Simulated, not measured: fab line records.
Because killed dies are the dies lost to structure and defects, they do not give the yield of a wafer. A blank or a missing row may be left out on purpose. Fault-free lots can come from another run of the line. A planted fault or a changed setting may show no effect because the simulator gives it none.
A struck lot beside a sound one -- flow nand_harc -- 37 steps out of a route of 1302
Sound: wafers L729.1, L729.5, L729.6. Struck: wafers L740.1, L740.3 (left out: L740.2, a lot-mate that was not struck); the cause follows at the end.
Each step with rows lists, per side, the tool, then ch with its chambers, then its first start. Under that, the readings that differ: sound wafers -- struck wafers -- difference of the means -- sigmas: that difference in standard deviations of wafers without a fault.
alike: readings with means less than 2 such deviations apart, plus words and numbers identical on both sides. not compared: withheld readings, readings lacking a value on some wafer, bounds such as >300 that could conceal the same value, and numbers that have no deviation in the record and whose values overlap.
A row with sigmas, a row that says differs or no value, or rows on one side alone: a step with any of these is where the two part. Non-overlapping numbers with no deviation appear without sigmas and do not part them. A reading that every wafer of one side lacks parts them only if that side has two wafers or more.

first, 2 steps without rows for these wafers: NHARC_A_SLIT_PRECLEAN_19 (cleans in SC1); NHARC_A_SLIT_SRD_20.
NHARC_A_SLIT_CD_MEAS_21:
  sound: cd_sem-01 at day 22 17:55; struck: cd_sem-01 at day 28 00:03
  alike: cd_nm
then, 3 steps without rows for these wafers: NHARC_A_SIN_REMOVE_WET_00 (chemistry H3PO4, time 15300 s); NHARC_A_SIN_REMOVE_PRECLEAN_01 (cleans in SC1); NHARC_A_SIN_REMOVE_SRD_02.
NHARC_A_SIN_REMOVE_INSPECT_04:
  sound: defect_inspect-01 at day 22 23:53; struck: defect_inspect-02 at day 28 06:41
  alike: raw_defect_count
then, 3 steps without rows for these wafers: NHARC_A_WL_FILL_ALD_00 (deposits Al2O3, target thk 3 nm, pulse time 3 s, ald cycles 30); NHARC_A_WL_FILL_RTA_01 (time 5 s); NHARC_A_WL_FILL_ALD_02 (deposits TiN, target thk 2 nm, pulse time 3 s, ald cycles 100).
NHARC_A_WL_FILL_CVD_03: deposits W, target thk 40 nm, time 279 s.
  sound on cvd_w-01 ch 0,1, day 23 01:05; struck on cvd_w-01 ch 1, day 28 11:12
  alike: chamber_pressure_Torr, heater_power_w, throttle_valve_pct
NHARC_A_WL_FILL_ETCHBACK_04: etches the open film in NF3, target depth 60 nm, time 120 s.
  sound on rie_metal-01 ch 0,1, day 23 01:30; struck on rie_metal-02 ch 1, day 28 11:35
  alike: drypump_motor_current_A, oes_product_au
  not compared: rf_hours_counter_h
then, 1 step without rows for these wafers: NHARC_A_WL_FILL_ETCHBACK_05 (etches the open film in Cl2/BCl3, target depth 22 nm, time 60 s).
NHARC_A_WL_FILL_STRIP_27: strips in N2/H2, time 20 s.
  sound on plasma_asher-02 ch 0,1, day 23 01:51; struck on plasma_asher-01 ch 0,1, day 28 11:58
  alike: drypump_motor_current_A, heater_power_w
  not compared: rf_hours_counter_h
then, 6 steps without rows for these wafers: NHARC_A_WL_FILL_STRIP_28 (strips in post etch residue remover, time 1200 s); NHARC_A_WL_FILL_PRECLEAN_06 (cleans in DIW, time 300 s); NHARC_A_WL_FILL_SRD_07; NHARC_A_WL_FILL_ANNEAL_08 (time 1800 s); NHARC_A_WL_FILL_ALD_10 (deposits SiO2, target thk 50 nm, pulse time 10 s, ald cycles 500); NHARC_A_WL_FILL_ETCHBACK_16 (etches the open film in C4F8/O2/Ar, target depth 120 nm, time 24 s).
NHARC_A_WL_FILL_STRIP_29: strips in O2, time 20 s.
  sound on rie_diel-12 ch 2,3, day 23 15:04; struck on rie_diel-12 ch 1,3, day 28 22:31
reading,sound,struck,difference,sigmas
throttle_valve_pct (%),17.027 17.032 17.035,17.052 17.044,+0.017,+2
  alike: drypump_motor_current_A, oes_product_au, rf_vpp_V, showerhead_plenum_p_Torr
  not compared: rf_hours_counter_h
then, 8 steps without rows for these wafers: NHARC_A_WL_FILL_ETCHBACK_17 (etches the open film in Cl2/BCl3, target depth 4 nm, time 26.7 s); NHARC_A_WL_FILL_PRECLEAN_18 (cleans in dHF, time 30 s); NHARC_A_WL_FILL_SRD_21; NHARC_A_WL_FILL_CVD_23 (deposits poly-Si, target thk 40 nm, time 800 s); NHARC_A_WL_FILL_ETCHBACK_26 (etches the open film in HBr, target depth 52 nm, time 13.3 s); NHARC_A_WL_FILL_PRECLEAN_30 (cleans in dHF, time 10 s); NHARC_A_WL_FILL_SRD_14; NHARC_A_WL_FILL_ALD_19 (deposits TiN, target thk 2 nm, pulse time 3 s, ald cycles 100).
NHARC_A_WL_FILL_CVD_20: deposits W, target thk 100 nm, time 74 s.
  sound on cvd_w-02 ch 0,1; struck on cvd_w-01 ch 0
  alike: chamber_pressure_Torr, heater_power_w, throttle_valve_pct
then, 3 steps without rows for these wafers: NHARC_A_WL_FILL_CMP_12 (polishes, t overpolish 30 s, target thk 100 nm); NHARC_A_WL_FILL_SRD_31; NHARC_A_CONTACT_DEP_24 (deposits SiO2, target thk 500 nm).
NHARC_A_CONTACT_DEP_28: deposits aC, target thk 7000 nm.
  sound on acl_dep-01 ch 0, day 24 00:05; struck on acl_dep-03 ch 0, day 29 07:56
  alike: throttle_valve_pct
NHARC_A_M0_DESCUM_14: chemistry O2, time 3 s.
  sound on rie_diel-01 ch 2,3, day 25 11:21; struck on rie_diel-01 ch 2,3, day 30 20:05
reading,sound,struck,difference,sigmas
model.A_M0.cd_nm (nm),79.6 81.77 81.29,77.23 79.47,-2.54,
  alike: drypump_motor_current_A, oes_product_au, rf_vpp_V, showerhead_plenum_p_Torr, throttle_valve_pct
  not compared: rf_hours_counter_h
NHARC_A_M0_ETCH_15: etches the open film in C4F8/Ar, target depth 150 nm, overetch 15 nm, time 82.5 s.
  sound on rie_diel-01 ch 1,2,3; struck on rie_diel-01 ch 1,2
reading,sound,struck,difference,sigmas
model.A_M0.cd_nm (nm),79.79 81.78 80.86,76.62 79.66,-2.67,
  alike: oes_product_au, rf_vpp_V
  not compared: rf_hours_counter_h
-- record jumps: 2 days between struck wafers' starts before vs after; left off in module A_M0, resumes in module END, first step shown is number 1302 of the route --
NHARC_END_SORT_01:
  sound on prober-01 ch 0, day 27 05:12; struck on prober-01 ch 0, day 33 02:10
reading,sound,struck,difference,sigmas
killed_at_periphery,2 0 2,7 5,+5,+2
  alike: killed_at_array, killed_at_other, killed_dies, killed_open, killed_short

WHERE THEY PART
First at NHARC_A_WL_FILL_STRIP_29; last, within this record, at NHARC_END_SORT_01.

WHY: what had been put in by the simulator
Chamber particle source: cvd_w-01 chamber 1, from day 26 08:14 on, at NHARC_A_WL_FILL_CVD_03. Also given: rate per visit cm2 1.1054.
